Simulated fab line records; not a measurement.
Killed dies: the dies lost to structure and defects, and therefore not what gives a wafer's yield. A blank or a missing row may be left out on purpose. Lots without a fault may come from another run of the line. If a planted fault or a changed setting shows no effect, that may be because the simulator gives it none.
Matching of chambers | flow nandHarc | NHARC_A_CHANNEL_FILL_D1_ETCHBACK_19 on rieSi-03 has 4 sister chambers
The step etches the open film in HBr/Cl2, target depth 5 nm, time 1.7 s. 4 wafers are shown with their chamber, then 9 later ones without.

== WAFERS, EACH WITH ITS CHAMBER ==
wafer  | chamber | drypumpMotorCurrentA (A)
L075.3 | 3       | 5.9
L084.2 | 2       | 6.3
L087.4 | 0       | 5.2
L087.5 | 1       | 5.4

== WAFERS WHOSE CHAMBER IS MISSING ==
wafer  | drypumpMotorCurrentA (A)
L090.1 | 5.4
L090.3 | 6.4
L090.6 | 5.9
L091.1 | 6.3
L091.4 | 5.2
L091.6 | 5.4
L092.1 | 5.9
L092.3 | 5.4
L092.4 | 6.3

== EACH ONE'S CHAMBER ==
wafer  | from the rows above | in truth
L090.1 | 1                   | 1
L090.3 | 2                   | 2
L090.6 | 3                   | 3
L091.1 | 2                   | 2
L091.4 | 0                   | 0
L091.6 | 1                   | 1
L092.1 | 3                   | 3
L092.3 | 1                   | 1
L092.4 | 2                   | 2
9 of 9 placed correctly. Left unplaced by these rows: 0. 0 placed wrongly.
How it was worked out, from the rows above alone: a wafer's distance from a chamber is the root of the sum, over the readings, of the square of ((its reading less the chamber's mean) divided by the reading's scatter). If the next closest chamber is less than 2 further off than the closest, the wafer can't be placed; otherwise it belongs to the closest. The mean given for a chamber averages the wafers shown for that chamber. The scatter (one wafer shown for each chamber): square how far every hidden wafer sits from the nearest shown wafer, average those squares and take the square root.
